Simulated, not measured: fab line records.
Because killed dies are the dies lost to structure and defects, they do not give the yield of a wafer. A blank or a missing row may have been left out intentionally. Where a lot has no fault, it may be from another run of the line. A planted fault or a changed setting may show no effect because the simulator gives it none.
fab line records ; flow n5-finfet ; part 1 of 2: steps 1 to 4 of 6
record lots=23; wafers=69; last-day=17
route steps=1938 shown BEOL_M4@1108 BEOL_M5@1130
lots with no fault: from the same line, run without faults
start-h: the number of hours between the record's first day and the start of the first shown wafer of the lot ; wait-h: hours since the lot's step before ; " identical to the entry in the row above ; L1.1+2: a single row standing in for several wafers ; - value missing, or start not given ; * or withheld: withheld ; < > ~ a bound
route shown NAME@n: names a module that has steps shown in the file, with the first one's number in the route ; usual: mean/standard deviation of fault-free wafers ; same: alike in all rows ; chamber/n: place in a boat ; sites: each site's reading ; _std_site: standard deviation across them ; _edge_site: inner sites' mean taken away from outer sites' mean ; radius-mm: for every site, how far away it sits from the centre of the wafer ; mask NAME#n: copy n ; behind: the most recent tool/chamber to have shaped the wafer ; hold: the reason the lot was held/the length of the hold in hours/how it ended ; device: which transistor (n, p or np) failed to switch ; end of line: at the end of the route, the tests of the same wafers ; a step without rows: its recipe alone ; killed: at the first sort, the dies lost to defects and structure; wafer yield is something else ; map: shows each die of a wafer: x if killed, . if not, _ if none is there
set.NAME: the setting that was run; set.NAME@STEP: the one run at that earlier step ; model.NAME: the simulator's own value behind a step, which no gauge read
a sample of lots followed through the steps of the route, with each step as a table and each wafer as a row
services: from which hour (start-h, from the record's first day; less than 0 if before it) a tool's chamber was out of use, for how many hours, and why
## steps
# step N5_BEOL_M4_DEP_57
# recipe material=SiCN; target-thk-a=80; temp-c=withheld; precursor=3MS/NH3; pressure-torr=3; rf-w=202; time-s=14
# usual showerhead-plenum-p-Torr=3.659/0.0087; throttle-valve-pct=8.9/0.59
# same time-s=14
lot.wafer;tool;chamber;start-h;wait-h;showerhead-plenum-p-Torr;throttle-valve-pct
L074.3;pecvd-01;1;165.18;0.0;3.664;10.6
L074.5;pecvd-01;0;165.18;0.0;3.656;8.2
L074.6;pecvd-01;2;165.18;0.0;3.668;8.6
L075.3;pecvd-03;2;165.91;0.0;3.669;9.2
L075.4;pecvd-03;2;165.91;0.0;3.666;9.0
L075.6;pecvd-03;0;165.91;0.0;3.663;9.1
L076.3;pecvd-03;1;179.57;0.0;3.663;8.3
L076.4;pecvd-03;2;179.57;0.0;3.667;8.9
L076.6;pecvd-03;1;179.57;0.0;3.655;8.1
L077.2;pecvd-03;0;182.37;0.0;3.666;9.1
L077.5;pecvd-03;2;182.37;0.0;3.662;9.1
L077.6;pecvd-03;1;182.37;0.0;3.658;8.3
L078.1;pecvd-01;1;192.85;0.0;3.652;10.5
L078.3;pecvd-01;0;192.85;0.0;3.661;8.3
L078.6;pecvd-01;1;192.85;0.0;3.651;10.4
L080.1;pecvd-03;2;196.31;0.0;3.656;9.4
L080.2;pecvd-03;1;196.31;0.0;3.648;7.8
L080.4;pecvd-03;2;196.31;0.0;3.667;9.0
L079.1;pecvd-03;1;199.60;0.0;3.648;8.3
L079.3;pecvd-03;2;199.60;0.0;3.671;9.0
L079.5;pecvd-03;1;199.60;0.0;3.648;8.0
L081.2;pecvd-04;1;205.15;0.0;3.657;9.5
L081.5;pecvd-04;0;205.15;0.0;3.652;9.6
L081.6;pecvd-04;2;205.15;0.0;3.667;8.7
L082.1;pecvd-04;0;208.92;0.0;3.646;9.3
L082.2;pecvd-04;1;208.92;0.0;3.661;9.5
L082.3;pecvd-04;2;208.92;0.0;3.666;8.8
L083.3;pecvd-03;1;222.50;0.0;3.660;8.1
L083.4;pecvd-03;0;222.50;0.0;3.664;8.5
L083.5;pecvd-03;1;222.50;0.0;3.647;8.1
L084.3;pecvd-03;0;230.29;0.0;3.662;8.8
L084.4;pecvd-03;1;230.29;0.0;3.654;8.3
L084.6;pecvd-03;1;230.29;0.0;3.641;8.2
L086.2;pecvd-03;0;233.41;0.0;3.661;8.9
L086.3;pecvd-03;1;233.41;0.0;3.650;8.5
L086.5;pecvd-03;0;233.41;0.0;3.670;9.0
L085.2;pecvd-01;1;236.22;0.0;3.659;10.4
L085.4;pecvd-01;1;236.22;0.0;3.647;10.5
L085.5;pecvd-01;2;236.22;0.0;3.671;8.0
L087.3;pecvd-03;2;246.48;0.0;3.663;9.0
L087.4;pecvd-03;1;246.48;0.0;3.647;8.1
L087.5;pecvd-03;0;246.48;0.0;3.656;9.0
L088.1;pecvd-03;0;254.11;0.0;3.668;8.9
L088.3;pecvd-03;1;254.11;0.0;3.645;8.5
L088.5;pecvd-03;1;254.11;0.0;3.648;8.3
L089.1;pecvd-03;1;257.21;0.0;3.654;8.4
L089.5;pecvd-03;2;257.21;0.0;3.664;9.3
L089.6;pecvd-03;1;257.21;0.0;3.646;8.4
L090.2;pecvd-01;0;257.48;0.0;3.648;8.4
L090.5;pecvd-01;1;257.48;0.0;3.663;10.5
L090.6;pecvd-01;2;257.48;0.0;3.678;8.1
L091.1;pecvd-03;2;273.68;0.0;3.666;8.9
L091.2;pecvd-03;1;273.68;0.0;3.660;8.2
L091.6;pecvd-03;0;273.68;0.0;3.660;8.9
L092.1;pecvd-03;1;276.92;0.0;3.652;8.5
L092.3;pecvd-03;2;276.92;0.0;3.658;8.9
L092.4;pecvd-03;0;276.92;0.0;3.663;9.1
L093.2;pecvd-04;2;280.72;0.0;3.669;9.0
L093.4;pecvd-04;1;280.72;0.0;3.654;9.3
L093.5;pecvd-04;1;280.72;0.0;3.663;9.4
L094.1;pecvd-04;0;283.24;0.0;3.639;9.3
L094.2;pecvd-04;1;283.24;0.0;3.661;9.5
L094.3;pecvd-04;2;283.24;0.0;3.672;8.9
L095.2;pecvd-03;0;288.67;0.0;3.660;9.2
L095.3;pecvd-03;1;288.67;0.0;3.657;8.2
L095.5;pecvd-03;0;288.67;0.0;3.660;8.9
L097.1;pecvd-03;0;303.63;0.0;3.656;9.0
L097.3;pecvd-03;2;303.63;0.0;3.662;9.2
L097.5;pecvd-03;0;303.63;0.0;3.660;9.0
# step N5_BEOL_M5_ETCH_72
# recipe chemistry=N2/H2; target=underlayer; target-depth-a=65; mask-material=CAR-EUV; time-s=5.2; ion-energy-ev=200; pressure-mtorr=30; source-w=840; bias-w=150; n2-flow-sccm=200; h2-flow-sccm=200; ends=cleared
# usual drypump-motor-current-A=5.7/0.37; etch-rf-on-time-s=5.22/0.12; oes-product-au=0.65/0.072; rf-vpp-V=523.8/2.7; showerhead-plenum-p-Torr=2.54/0.08; throttle-valve-pct=17.94/0.25
lot.wafer;tool;chamber;start-h;wait-h;drypump-motor-current-A;etch-rf-on-time-s;oes-product-au;rf-hours-counter-h;rf-vpp-V;showerhead-plenum-p-Torr;throttle-valve-pct
L074.3;rie-diel-03;0;168.48;0.0;5.7;5.33;0.62;146;526.5;2.67;18.17
L074.5;rie-diel-03;1;168.48;0.0;5.7;5.27;0.63;-;523.3;2.53;17.99
L074.6;rie-diel-03;2;168.48;0.0;5.5;5.20;0.65;-;520.7;2.43;18.10
L075.3;rie-diel-03;1;169.15;0.0;5.7;5.20;0.64;177;525.9;2.52;18.00
L075.4;rie-diel-03;2;169.15;0.0;5.5;5.14;0.63;162;522.1;2.43;18.07
L075.6;rie-diel-03;2;169.15;0.0;5.5;5.21;0.64;-;521.3;2.43;18.13
L076.3;rie-diel-04;0;182.85;0.0;4.7;5.17;0.59;203;518.1;2.42;18.21
L076.4;rie-diel-04;2;182.85;0.0;5.8;5.24;0.61;183;527.5;2.64;17.56
L076.6;rie-diel-04;3;182.85;0.0;6.0;5.18;0.62;-;520.6;2.51;18.25
L077.2;rie-diel-01;3;185.59;0.0;5.8;5.47;0.62;177;521.8;2.44;17.80
L077.5;rie-diel-01;3;185.59;0.0;5.8;5.39;0.61;-;520.2;2.44;17.86
L077.6;rie-diel-01;0;185.59;0.0;5.3;5.29;0.59;-;526.3;2.59;18.21
L078.1;rie-diel-01;1;195.95;0.0;6.0;5.12;0.74;38;526.4;2.57;17.41
L078.3;rie-diel-01;3;195.95;0.0;5.8;5.37;0.61;181;523.2;2.43;17.84
L078.6;rie-diel-01;1;195.95;0.0;6.0;5.10;0.75;-;527.0;2.57;17.41
L080.1;rie-diel-01;1;199.16;0.0;6.0;5.03;0.75;39;524.5;2.57;17.39
L080.2;rie-diel-01;2;199.16;0.0;6.3;5.30;0.62;170;523.2;2.54;18.06
L080.4;rie-diel-01;2;199.16;0.0;6.3;5.28;0.62;-;524.1;2.54;18.07
L079.1;rie-diel-04;2;202.50;0.0;5.7;5.22;0.61;190;523.9;2.63;17.54
L079.3;rie-diel-04;3;202.50;0.0;5.9;5.11;0.61;226;523.9;2.51;18.25
L079.5;rie-diel-04;0;202.50;0.0;4.7;5.14;0.59;-;520.0;2.42;18.23
L081.2;rie-diel-03;1;209.03;0.0;5.8;5.32;0.62;191;522.5;2.52;18.02
L081.5;rie-diel-03;0;209.03;0.0;5.7;5.39;0.61;-;526.0;2.66;18.20
L081.6;rie-diel-03;3;209.03;0.0;5.2;5.23;0.64;-;526.5;2.62;17.87
L082.1;rie-diel-01;0;211.47;0.0;5.3;5.05;0.85;1;527.6;2.59;17.78
L082.2;rie-diel-01;3;211.47;0.0;5.8;5.38;0.59;188;522.0;2.43;17.83
L082.3;rie-diel-01;2;211.47;0.0;6.3;5.31;0.61;175;522.0;2.54;18.06
L083.3;rie-diel-01;0;225.50;0.0;5.3;4.97;0.84;6;527.1;2.59;17.80
L083.4;rie-diel-01;3;225.50;0.0;5.8;5.36;0.61;193;521.8;2.43;17.87
L083.5;rie-diel-01;1;225.50;0.0;6.0;5.06;0.75;-;526.3;2.57;17.43
L084.3;rie-diel-01;1;233.63;0.0;6.0;5.04;0.74;46;523.3;2.57;17.46
L084.4;rie-diel-01;3;233.63;0.0;5.8;5.34;0.61;195;520.6;2.43;17.88
L084.6;rie-diel-01;3;233.63;0.0;5.8;5.38;0.60;-;521.9;2.43;17.87
L086.2;rie-diel-01;0;236.69;0.0;5.3;5.08;0.81;10;523.2;2.59;17.81
L086.3;rie-diel-01;3;236.69;0.0;5.8;5.40;0.60;196;519.5;2.43;17.88
L086.5;rie-diel-01;1;236.69;0.0;6.0;5.15;0.73;-;524.1;2.57;17.47
L085.2;rie-diel-03;3;240.03;0.0;5.3;5.16;0.63;200;526.9;2.62;17.95
L085.4;rie-diel-03;0;240.03;0.0;5.7;5.29;0.61;165;523.9;2.66;18.17
L085.5;rie-diel-03;3;240.03;0.0;5.3;5.15;0.63;-;526.3;2.62;17.91
L087.3;rie-diel-04;0;249.87;0.0;4.7;5.12;0.59;224;519.5;2.41;18.27
L087.4;rie-diel-04;3;249.87;0.0;5.9;5.15;0.61;241;520.6;2.50;18.28
L087.5;rie-diel-04;0;249.87;0.0;4.7;5.10;0.59;-;519.6;2.41;18.26
L088.1;rie-diel-03;2;260.92;0.0;5.5;5.30;0.61;194;520.7;2.42;18.16
L088.3;rie-diel-03;1;260.92;0.0;5.8;5.28;0.62;207;523.3;2.51;18.05
L088.5;rie-diel-03;1;260.92;0.0;5.8;5.33;0.62;-;522.5;2.51;18.06
L089.1;rie-diel-01;2;261.12;0.0;6.2;5.35;0.61;191;523.2;2.53;18.11
L089.5;rie-diel-01;1;261.12;0.0;6.0;5.14;0.72;-;525.6;2.57;17.46
L089.6;rie-diel-01;0;261.12;0.0;5.3;4.95;0.80;-;523.1;2.59;17.81
L090.2;rie-diel-03;2;261.15;0.0;5.5;5.22;0.62;194;522.1;2.42;18.19
L090.5;rie-diel-03;3;261.15;0.0;5.3;5.19;0.63;-;525.2;2.62;17.92
L090.6;rie-diel-03;0;261.15;0.0;5.7;5.32;0.59;-;527.3;2.66;18.19
L091.1;rie-diel-03;1;276.79;0.0;5.8;5.27;0.60;212;523.7;2.51;18.05
L091.2;rie-diel-03;2;276.79;0.0;5.5;5.19;0.61;198;522.3;2.42;18.16
L091.6;rie-diel-03;1;276.79;0.0;5.8;5.25;0.61;-;524.8;2.51;18.05
L092.1;rie-diel-03;3;280.02;0.0;5.3;5.24;0.62;211;525.5;2.61;17.94
L092.3;rie-diel-03;0;280.02;0.0;5.6;5.30;0.59;177;527.4;2.65;18.22
L092.4;rie-diel-03;2;280.02;0.0;5.5;5.27;0.62;199;519.6;2.42;18.16
L093.2;rie-diel-01;3;284.00;0.0;5.8;5.39;0.59;211;518.7;2.42;17.87
L093.4;rie-diel-01;2;284.00;0.0;6.3;5.32;0.60;198;522.3;2.53;18.08
L093.5;rie-diel-01;2;284.00;0.0;6.3;5.35;0.59;-;520.2;2.53;18.10
L094.1;rie-diel-03;3;288.94;0.0;5.3;5.16;0.61;214;526.3;2.61;17.94
L094.2;rie-diel-03;1;288.94;0.0;5.7;5.25;0.60;215;521.5;2.51;18.05
L094.3;rie-diel-03;2;288.94;0.0;5.5;5.25;0.61;202;522.7;2.41;18.19
L095.2;rie-diel-03;2;292.58;0.0;5.5;5.27;0.61;203;519.0;2.41;18.17
L095.3;rie-diel-03;3;292.58;0.0;5.2;5.19;0.62;215;527.0;2.61;17.92
L095.5;rie-diel-03;2;292.58;0.0;5.5;5.26;0.61;-;521.4;2.41;18.17
L097.1;rie-diel-01;1;306.05;0.0;6.0;5.04;0.72;69;521.2;2.56;17.49
L097.3;rie-diel-01;3;306.05;0.0;5.8;5.43;0.59;219;518.4;2.42;17.91
L097.5;rie-diel-01;2;306.05;0.0;6.3;5.29;0.60;-;523.6;2.52;18.12
# step N5_BEOL_M5_STRIP_64
# recipe chemistry=CF4; resist=SiARC; power-w=300; bias-power-w=75; pressure-mtorr=50; cf4-flow-sccm=150; rf-frequency-hz=6e+07
# usual drypump-motor-current-A=5.7/0.37; oes-product-au=0.75/0.074; rf-vpp-V=271.2/1.5; showerhead-plenum-p-Torr=1.79/0.051; throttle-valve-pct=13.71/0.24
lot.wafer;tool;chamber;start-h;wait-h;drypump-motor-current-A;oes-product-au;rf-hours-counter-h;rf-vpp-V;showerhead-plenum-p-Torr;throttle-valve-pct
L074.3;rie-diel-03;0;168.66;0.0;5.7;0.73;146;272.2;1.86;13.80
L074.5;rie-diel-03;1;168.66;0.0;5.7;0.74;-;272.5;1.79;13.73
L074.6;rie-diel-03;2;168.66;0.0;5.5;0.74;-;269.4;1.73;13.87
L075.3;rie-diel-03;1;169.33;0.0;5.7;0.74;177;270.4;1.79;13.72
L075.4;rie-diel-03;2;169.33;0.0;5.5;0.74;162;269.3;1.73;13.87
L075.6;rie-diel-03;2;169.33;0.0;5.5;0.75;-;269.6;1.73;13.87
L076.3;rie-diel-04;0;183.03;0.0;4.7;0.68;203;269.1;1.69;13.70
L076.4;rie-diel-04;2;183.03;0.0;5.7;0.71;184;272.6;1.84;13.35
L076.6;rie-diel-04;3;183.03;0.0;5.9;0.71;-;270.2;1.79;14.11
L077.2;rie-diel-01;3;185.76;0.0;5.8;0.73;177;272.0;1.73;13.62
L077.5;rie-diel-01;3;185.76;0.0;5.8;0.72;-;269.9;1.73;13.62
L077.6;rie-diel-01;0;185.76;0.0;5.3;0.69;-;273.0;1.85;14.12
L078.1;rie-diel-01;1;196.13;0.0;6.0;0.86;38;271.0;1.82;13.19
L078.3;rie-diel-01;3;196.13;0.0;5.8;0.72;181;269.0;1.73;13.63
L078.6;rie-diel-01;1;196.13;0.0;6.0;0.87;-;271.8;1.82;13.18
L080.1;rie-diel-01;1;199.34;0.0;6.0;0.85;39;272.3;1.82;13.21
L080.2;rie-diel-01;2;199.34;0.0;6.3;0.73;170;272.1;1.78;13.72
L080.4;rie-diel-01;2;199.34;0.0;6.2;0.73;-;271.5;1.78;13.70
L079.1;rie-diel-04;2;202.68;0.0;5.7;0.70;190;272.6;1.84;13.35
L079.3;rie-diel-04;3;202.68;0.0;6.0;0.70;226;271.1;1.78;14.13
L079.5;rie-diel-04;0;202.68;0.0;4.7;0.68;-;269.0;1.69;13.71
L081.2;rie-diel-03;1;209.20;0.0;5.8;0.73;191;271.3;1.79;13.75
L081.5;rie-diel-03;0;209.20;0.0;5.7;0.72;-;272.9;1.85;13.81
L081.6;rie-diel-03;3;209.20;0.0;5.2;0.73;-;272.9;1.86;13.88
L082.1;rie-diel-01;0;211.65;0.0;5.2;0.97;1;274.0;1.84;13.54
L082.2;rie-diel-01;3;211.65;0.0;5.8;0.73;188;268.5;1.72;13.65
L082.3;rie-diel-01;2;211.65;0.0;6.3;0.72;175;272.3;1.78;13.73
L083.3;rie-diel-01;0;225.67;0.0;5.3;0.94;6;272.6;1.84;13.54
L083.4;rie-diel-01;3;225.67;0.0;5.8;0.71;193;268.2;1.72;13.65
L083.5;rie-diel-01;1;225.67;0.0;6.0;0.84;-;271.8;1.82;13.21
L084.3;rie-diel-01;1;233.80;0.0;6.0;0.85;46;272.2;1.82;13.23
L084.4;rie-diel-01;3;233.80;0.0;5.8;0.71;195;268.8;1.72;13.66
L084.6;rie-diel-01;3;233.80;0.0;5.8;0.71;-;269.9;1.72;13.68
L086.2;rie-diel-01;0;236.86;0.0;5.3;0.93;10;270.5;1.84;13.54
L086.3;rie-diel-01;3;236.86;0.0;5.8;0.71;196;268.2;1.72;13.66
L086.5;rie-diel-01;1;236.86;0.0;6.0;0.84;-;272.0;1.82;13.22
L085.2;rie-diel-03;3;240.20;0.0;5.2;0.72;200;271.0;1.85;13.91
L085.4;rie-diel-03;0;240.20;0.0;5.7;0.71;165;273.1;1.85;13.84
L085.5;rie-diel-03;3;240.20;0.0;5.2;0.73;-;272.5;1.85;13.91
L087.3;rie-diel-04;0;250.04;0.0;4.7;0.67;224;269.8;1.69;13.75
L087.4;rie-diel-04;3;250.04;0.0;5.9;0.69;241;270.4;1.78;14.15
L087.5;rie-diel-04;0;250.04;0.0;4.7;0.67;-;269.3;1.69;13.75
L088.1;rie-diel-03;2;261.10;0.0;5.5;0.72;194;269.5;1.72;13.95
L088.3;rie-diel-03;1;261.10;0.0;5.8;0.72;207;270.9;1.78;13.79
L088.5;rie-diel-03;1;261.10;0.0;5.7;0.72;-;269.9;1.78;13.80
L089.1;rie-diel-01;2;261.29;0.0;6.2;0.71;191;270.5;1.78;13.79
L089.5;rie-diel-01;1;261.29;0.0;6.0;0.83;-;271.8;1.82;13.23
L089.6;rie-diel-01;0;261.29;0.0;5.3;0.91;-;272.9;1.84;13.57
L090.2;rie-diel-03;2;261.32;0.0;5.5;0.72;194;268.5;1.72;13.96
L090.5;rie-diel-03;3;261.32;0.0;5.2;0.73;-;270.9;1.85;13.90
L090.6;rie-diel-03;0;261.32;0.0;5.6;0.71;-;274.1;1.85;13.85
L091.1;rie-diel-03;1;276.96;0.0;5.7;0.72;212;268.6;1.78;13.80
L091.2;rie-diel-03;2;276.96;0.0;5.5;0.72;198;269.9;1.72;13.93
L091.6;rie-diel-03;1;276.96;0.0;5.7;0.72;-;270.2;1.78;13.79
L092.1;rie-diel-03;3;280.19;0.0;5.2;0.72;211;273.3;1.85;13.94
L092.3;rie-diel-03;0;280.19;0.0;5.6;0.70;177;274.2;1.85;13.86
L092.4;rie-diel-03;2;280.19;0.0;5.5;0.72;199;268.6;1.72;13.97
L093.2;rie-diel-01;3;284.17;0.0;5.8;0.71;211;269.2;1.72;13.71
L093.4;rie-diel-01;2;284.17;0.0;6.2;0.70;198;270.6;1.78;13.77
L093.5;rie-diel-01;2;284.17;0.0;6.2;0.71;-;270.2;1.78;13.80
L094.1;rie-diel-03;3;289.11;0.0;5.2;0.72;214;272.7;1.85;13.93
L094.2;rie-diel-03;1;289.11;0.0;5.7;0.71;215;270.6;1.78;13.79
L094.3;rie-diel-03;2;289.11;0.0;5.5;0.71;202;268.9;1.72;13.95
L095.2;rie-diel-03;2;292.75;0.0;5.5;0.71;203;268.9;1.72;13.98
L095.3;rie-diel-03;3;292.75;0.0;5.3;0.72;215;273.2;1.85;13.93
L095.5;rie-diel-03;2;292.75;0.0;5.5;0.71;-;271.1;1.72;13.96
L097.1;rie-diel-01;1;306.22;0.0;6.0;0.82;69;271.8;1.81;13.27
L097.3;rie-diel-01;3;306.22;0.0;5.8;0.70;219;268.9;1.72;13.73
L097.5;rie-diel-01;2;306.22;0.0;6.2;0.70;-;270.5;1.77;13.81
# step N5_BEOL_M5_HM_OPEN_17
# recipe chemistry=Cl2/BCl3; target-depth-a=200; overetch-a=60; target=TiN; mask-material=SOC; ion-energy-ev=150; pressure-mtorr=10; icp-w=1000; bias-w=126; Cl2_flow_sccm=53.25; bcl3-flow-sccm=21.75; Ar_flow_sccm=25
# usual drypump-motor-current-A=6.0/0.45; oes-product-au=0.69/0.037; throttle-valve-pct=22.16/0.21
lot.wafer;tool;chamber;start-h;wait-h;drypump-motor-current-A;oes-product-au;rf-hours-counter-h;throttle-valve-pct
L074.3;rie-metal-03;1;168.73;0.1;6.1;0.77;-;22.51
L074.5;rie-metal-03;0;168.73;0.1;6.5;0.70;-;22.08
L074.6;rie-metal-03;1;168.73;0.1;6.1;0.77;-;22.51
L075.3;rie-metal-01;0;169.40;0.1;5.8;0.70;-;22.05
L075.4;rie-metal-01;1;169.40;0.1;5.8;0.69;-;22.13
L075.6;rie-metal-01;0;169.40;0.1;5.8;0.68;-;22.04
L076.3;rie-metal-02;1;183.10;0.1;5.2;0.70;-;22.13
L076.4;rie-metal-02;0;183.10;0.1;6.4;0.66;-;21.90
L076.6;rie-metal-02;0;183.10;0.1;6.3;0.65;-;21.91
L077.2;rie-metal-02;1;185.80;0.0;5.2;0.71;26;22.10
L077.5;rie-metal-02;0;185.80;0.0;6.4;0.66;-;21.88
L077.6;rie-metal-02;1;185.80;0.0;5.2;0.72;-;22.12
L078.1;rie-metal-01;1;196.17;0.0;5.8;0.67;34;22.12
L078.3;rie-metal-01;0;196.17;0.0;5.8;0.67;-;22.07
L078.6;rie-metal-01;1;196.17;0.0;5.8;0.66;-;22.15
L080.1;rie-metal-01;0;199.38;0.0;5.8;0.68;43;22.08
L080.2;rie-metal-01;1;199.38;0.0;5.8;0.66;35;22.15
L080.4;rie-metal-01;0;199.38;0.0;5.8;0.68;-;22.08
L079.1;rie-metal-03;1;202.72;0.0;6.1;0.77;5;22.51
L079.3;rie-metal-03;1;202.72;0.0;6.1;0.78;-;22.50
L079.5;rie-metal-03;1;202.72;0.0;6.1;0.77;-;22.50
L081.2;rie-metal-03;0;209.24;0.0;6.5;0.70;24;22.07
L081.5;rie-metal-03;0;209.24;0.0;6.5;0.70;-;22.07
L081.6;rie-metal-03;1;209.24;0.0;6.1;0.76;-;22.52
L082.1;rie-metal-02;0;211.69;0.0;6.4;0.65;44;21.93
L082.2;rie-metal-02;1;211.69;0.0;5.2;0.71;29;22.12
L082.3;rie-metal-02;0;211.69;0.0;6.3;0.65;-;21.91
L083.3;rie-metal-03;0;225.75;0.1;6.5;0.70;-;22.06
L083.4;rie-metal-03;1;225.75;0.1;6.2;0.77;-;22.49
L083.5;rie-metal-03;0;225.75;0.1;6.5;0.70;-;22.05
L084.3;rie-metal-01;0;233.87;0.1;5.8;0.66;-;22.07
L084.4;rie-metal-01;1;233.87;0.1;5.8;0.66;-;22.15
L084.6;rie-metal-01;0;233.87;0.1;5.8;0.66;-;22.07
L086.2;rie-metal-03;0;236.90;0.0;6.5;0.69;26;22.09
L086.3;rie-metal-03;0;236.90;0.0;6.5;0.70;-;22.04
L086.5;rie-metal-03;1;236.90;0.0;6.2;0.76;-;22.52
L085.2;rie-metal-03;0;240.24;0.0;6.5;0.70;26;22.05
L085.4;rie-metal-03;1;240.24;0.0;6.1;0.76;-;22.50
L085.5;rie-metal-03;1;240.24;0.0;6.1;0.75;-;22.52
L087.3;rie-metal-02;1;250.12;0.1;5.2;0.69;-;22.12
L087.4;rie-metal-02;0;250.12;0.1;6.4;0.65;-;21.90
L087.5;rie-metal-02;0;250.12;0.1;6.4;0.64;-;21.91
L088.1;rie-metal-03;0;261.14;0.0;6.5;0.69;29;22.09
L088.3;rie-metal-03;0;261.14;0.0;6.5;0.69;-;22.07
L088.5;rie-metal-03;1;261.14;0.0;6.1;0.73;-;22.51
L089.1;rie-metal-02;1;261.33;0.0;5.2;0.69;34;22.14
L089.5;rie-metal-02;1;261.33;0.0;5.2;0.69;-;22.14
L089.6;rie-metal-02;0;261.33;0.0;6.4;0.64;-;21.91
L090.2;rie-metal-03;1;261.36;0.0;6.2;0.74;10;22.53
L090.5;rie-metal-03;0;261.36;0.0;6.5;0.69;-;22.09
L090.6;rie-metal-03;1;261.36;0.0;6.2;0.73;-;22.52
L091.1;rie-metal-03;0;277.02;0.1;6.5;0.68;30;22.09
L091.2;rie-metal-03;1;277.02;0.1;6.1;0.73;11;22.53
L091.6;rie-metal-03;0;277.02;0.1;6.5;0.68;-;22.07
L092.1;rie-metal-02;0;280.23;0.0;6.3;0.64;50;21.95
L092.3;rie-metal-02;1;280.23;0.0;5.2;0.69;-;22.14
L092.4;rie-metal-02;0;280.23;0.0;6.4;0.64;-;21.93
L093.2;rie-metal-02;1;284.21;0.0;5.2;0.69;35;22.13
L093.4;rie-metal-02;1;284.21;0.0;5.2;0.69;-;22.13
L093.5;rie-metal-02;1;284.21;0.0;5.2;0.69;-;22.14
L094.1;rie-metal-03;1;289.15;0.0;6.2;0.73;12;22.53
L094.2;rie-metal-03;0;289.15;0.0;6.5;0.69;31;22.06
L094.3;rie-metal-03;0;289.15;0.0;6.5;0.69;-;22.08
L095.2;rie-metal-02;1;292.79;0.0;5.2;0.69;35;22.16
L095.3;rie-metal-02;0;292.79;0.0;6.4;0.63;-;21.93
L095.5;rie-metal-02;1;292.79;0.0;5.2;0.68;-;22.14
L097.1;rie-metal-02;1;306.26;0.0;5.2;0.68;37;22.15
L097.3;rie-metal-02;1;306.26;0.0;5.2;0.68;-;22.16
L097.5;rie-metal-02;1;306.26;0.0;5.2;0.68;-;22.15
